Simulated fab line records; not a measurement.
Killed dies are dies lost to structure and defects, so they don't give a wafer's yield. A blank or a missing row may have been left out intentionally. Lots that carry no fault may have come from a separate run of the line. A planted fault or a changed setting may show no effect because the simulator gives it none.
Struck lot and sound lot, side by side + flow n5 finfet + 37 out of 1938 route steps
Sound: the wafers L155.1, L155.4, L155.5. Struck: wafers L161.2, L161.3, L161.6. At the end, the cause is stated.
At each step with rows: each side's tool, then ch and its chambers, then its first start. Under that, the readings that differ: sound wafers + struck wafers + difference of the means + sigmas: that difference in standard deviations of wafers without a fault.
alike: same words and numbers on both sides, and readings whose means sit less than 2 such deviations apart. not compared: any withheld reading, any reading some wafer has no value for, any bound like >300 that may hide the same value, and any number with overlapping values for which the record gives no deviation.
A row with sigmas, a row that says differs or no value, or rows on one side alone: a step with any of these is where the two part. Numbers that don't overlap but have no deviation are shown without sigmas and don't part them. Lack of a reading on every wafer of one side parts them only where that side has two or more wafers.

first, 9 steps without rows for these wafers: N5_BEOL_M6_ALD_77 (deposits TaN, target thk 2 nm, pulse time 2 s, purge time 3 s); N5_BEOL_M6_SURFACE_TREAT_79; N5_BEOL_M6_CVD_78 (deposits Co from CCTBA/H2, target thk 2 nm, time 142.3 s); N5_BEOL_M6_SPUTTER_48 (material Cu, target thk 10 nm, time 1.667 s); N5_BEOL_M6_ECD_50 (material Cu, target thk 300 nm); N5_BEOL_M6_ANNEAL_51 (time 90 s); N5_BEOL_M6_CMP_52 (polishes, stops on SiCOH lowk, t overpolish 6.9 s, target thk 80 nm); N5_BEOL_M6_PRE_CLEAN_55 (time 15 s); N5_BEOL_M6_DEP_56 (deposits SiCN from 3MS/NH3, target thk 10 nm, time 17.5 s).
N5_BEOL_M7_ILD_DEP_00: deposits SiCOH lowk from DEMS/porogen, target thk 179.75 nm, time 33.4 s.
  sound on pecvd-02 ch 0,2, day 11 15:45; struck on pecvd-02 ch 0,1,2, day 13 09:41
| reading                                            | sound             | struck          | difference | sigmas |
|----------------------------------------------------|-------------------|-----------------|------------|--------|
| model.SiCOH_lowk_of_BEOL_M7_ILD_DEP_00.thk nm (nm) | 177.2 182.6 182.2 | 208.2 208.2 210 | +28.1      |        |
  alike: heater power outer w, heater power w, showerhead plenum p Torr, susceptor temp C, throttle valve pct
then, 1 step without rows for these wafers: N5_BEOL_M7_CURE_74 (cures SiCOH lowk, time 240 s).
N5_BEOL_M7_THK_MEAS_01:
  sound on film metro-01, day 11 16:20; struck on film metro-02, day 13 10:16
| reading         | sound             | struck            | difference | sigmas |
|-----------------|-------------------|-------------------|------------|--------|
| M7_ILD_THK (nm) | 152.7 157.6 157.3 | 179.7 180.0 181.5 | +24.5      | +13    |
then, 23 steps without rows for these wafers: N5_BEOL_M7_PECVD_70 (deposits SiO2 from TEOS/O2, target thk 20 nm, time 22.7 s); N5_BEOL_M7_HM_DEP_02 (deposits TiN, target thk 20 nm); N5_BEOL_M7_COAT_59 (time 60 s, resist thk 100 nm); N5_BEOL_M7_COAT_60 (time 60 s, resist thk 35 nm); N5_BEOL_M7_COAT_05 (resist thk 90 nm); N5_BEOL_M7_EBR_07; N5_BEOL_M7_SOFTBAKE_06 (time 60 s); N5_BEOL_M7_EXPOSE_08 (exposes mask M7); N5_BEOL_M7_PEB_09 (peb time 60 s); N5_BEOL_M7_DEVELOP_10 (develop time 30 s); N5_BEOL_M7_DESCUM_16 (chemistry O2, time 7.9 s); N5_BEOL_M7_ETCH_61 (etches SiARC in CF4, target depth 45.5 nm, time 75.8 s); N5_BEOL_M7_ETCH_62 (etches SOC in N2/H2, target depth 110 nm, overetch 22 nm, time 165 s); N5_BEOL_M7_STRIP_68 (strips in N2/H2); N5_BEOL_M7_STRIP_67 (strips in CF4); N5_BEOL_M7_HM_OPEN_17 (chemistry Cl2/BCl3, target TiN, target depth 20 nm, overetch 6 nm); N5_BEOL_M7_STRIP_19 (strips in O2); N5_BEOL_M7_COAT_63 (time 60 s, resist thk 60 nm); N5_BEOL_M7_COAT_64 (time 60 s, resist thk 12 nm); N5_BEOL_M7_COAT_71 (time 60 s, resist thk 5 nm); N5_BEOL_M7_COAT_22 (resist thk 30 nm); N5_BEOL_M7_EBR_24; N5_BEOL_M7_SOFTBAKE_23 (time 60 s).
N5_BEOL_M7_CMP_52: polishes, stops on SiCOH lowk, t overpolish 6.9 s, target thk 80 nm.
  sound on cmp-04 ch 0,1,2, day 11 21:22; struck on cmp-01 ch 0,1,3, day 13 16:17
| reading                                            | sound             | struck            | difference | sigmas |
|----------------------------------------------------|-------------------|-------------------|------------|--------|
| model.SiCOH_lowk_of_BEOL_M7_ILD_DEP_00.thk nm (nm) | 149.6 154.4 154.2 | 176.8 176.8 178.4 | +24.6      |        |
  alike: head pressure psi, motor current A, retaining ring pressure frac, slurry filter dp kPa
  not compared: pad life wafers
N5_PASSIVATION_PROBE_49:
  sound wafers here have rows in the record (prober-01, day 15 03:46); struck ones have none

WHERE THEY PART
Last at N5_PASSIVATION_PROBE_49 as far as this record goes, first at N5_BEOL_M7_THK_MEAS_01.

WHY: whatever the simulator had introduced
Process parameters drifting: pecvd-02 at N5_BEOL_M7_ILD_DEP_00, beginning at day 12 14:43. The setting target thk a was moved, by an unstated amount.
